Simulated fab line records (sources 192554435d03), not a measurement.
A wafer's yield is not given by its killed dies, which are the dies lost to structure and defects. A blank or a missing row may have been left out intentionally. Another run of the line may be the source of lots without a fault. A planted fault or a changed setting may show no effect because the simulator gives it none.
Which tool is to blame?    flow n5-finfet    12 lots, 36 wafers sampled, at 5 steps of a route of 1938

## WHAT EACH GAUGE READ, for each wafer
N5_BEOL_M5_INSPECT_58: inspects for defects (darkfield).
lot   measured      on                 raw-defect-count
L075  day 9 05:32   defect-inspect-01  45 68 94
L076  day 9 17:47   defect-inspect-01  90 131 85
L079  day 10 03:23  defect-inspect-01  56 80 62
L082  day 10 23:13  defect-inspect-02  91 78 82
L083  day 11 05:28  defect-inspect-01  86 79 85
L087  day 12 05:37  defect-inspect-01  54 58 65
L088  day 12 03:17  defect-inspect-02  58 58 69
L089  day 12 16:13  defect-inspect-01  77 77 58
L090  day 13 03:55  defect-inspect-02  84 59 111
L093  day 13 14:00  defect-inspect-02  60 106 95
L095  day 14 05:29  defect-inspect-01  92 93 84
L096  day 15 07:09  defect-inspect-02  69 43 62

## EACH LOT AND THE TOOL THAT RAN IT (in order: tool; ch and the chambers of the sampled wafers; start)
lot   N5_BEOL_M5_CURE_80             N5_BEOL_M5_ANNEAL_49          N5_BEOL_M5_SPUTTER_88         N5_BEOL_M5_ANNEAL_89
L075  uv-cure-02 ch 0, day 8 21:05   pvd-sputter-03, day 9 00:10   pvd-sputter-03, day 9 03:21   pvd-sputter-03, day 9 03:26
L076  uv-cure-01 ch 1, day 9 11:03   pvd-sputter-01, day 9 12:20   pvd-sputter-01, day 9 15:31   pvd-sputter-01, day 9 15:36
L079  uv-cure-03 ch 2, day 9 20:20   pvd-sputter-01, day 9 21:22   pvd-sputter-01, day 10 00:32  pvd-sputter-01, day 10 00:37
L082  uv-cure-02 ch 2, day 10 15:04  pvd-sputter-01, day 10 17:50  pvd-sputter-01, day 10 21:01  pvd-sputter-01, day 10 21:05
L083  uv-cure-02 ch 2, day 10 22:04  pvd-sputter-02, day 10 23:28  pvd-sputter-02, day 11 02:39  pvd-sputter-02, day 11 02:44
L087  uv-cure-03 ch 0, day 11 18:12  pvd-sputter-01, day 11 20:07  pvd-sputter-01, day 11 23:17  pvd-sputter-01, day 11 23:22
L088  uv-cure-01 ch 1, day 11 20:22  pvd-sputter-02, day 11 21:52  pvd-sputter-02, day 12 01:03  pvd-sputter-02, day 12 01:08
L089  uv-cure-01 ch 2, day 12 09:29  pvd-sputter-03, day 12 10:49  pvd-sputter-03, day 12 13:59  pvd-sputter-03, day 12 14:04
L090  uv-cure-02 ch 0, day 12 21:16  pvd-sputter-01, day 12 22:20  pvd-sputter-01, day 13 01:31  pvd-sputter-01, day 13 01:35
L093  uv-cure-03 ch 0, day 13 07:25  pvd-sputter-01, day 13 08:39  pvd-sputter-01, day 13 11:50  pvd-sputter-01, day 13 11:55
L095  uv-cure-02 ch 0, day 13 22:23  pvd-sputter-01, day 14 00:05  pvd-sputter-01, day 14 03:16  pvd-sputter-01, day 14 03:21
L096  uv-cure-01 ch 1, day 15 00:36  pvd-sputter-01, day 15 01:45  pvd-sputter-01, day 15 04:56  pvd-sputter-01, day 15 05:01
- N5_BEOL_M5_CURE_80: cures SiCOH lowk, time 120 s.
- N5_BEOL_M5_ANNEAL_49: time 1800 s.
- N5_BEOL_M5_SPUTTER_88: material Cu, target thk 15 nm, time 27.62 s.
- N5_BEOL_M5_ANNEAL_89: time 1800 s.

## THE ANSWER, worked out from the rows above alone
Rule: the usual values come from the lots themselves. The widest of any qualifying gaps counts: lots, ordered by their means at a reading, are off when they make up no more than a third of the lots, leave a main group of 4 or more, and stand apart from it by 3 or more times the standard deviation of that group's means. A main group is skipped when, at the precision printed for the reading in the tables above, its means are all equal. Also off: a lot with no number at a reading for which 4 or more lots have one. The other lots that the step has rows for count as sound.
Across all readings shown, no lot is off: no conclusion can be drawn from this.

## WHAT HAD BEEN PUT IN BY THE SIMULATOR
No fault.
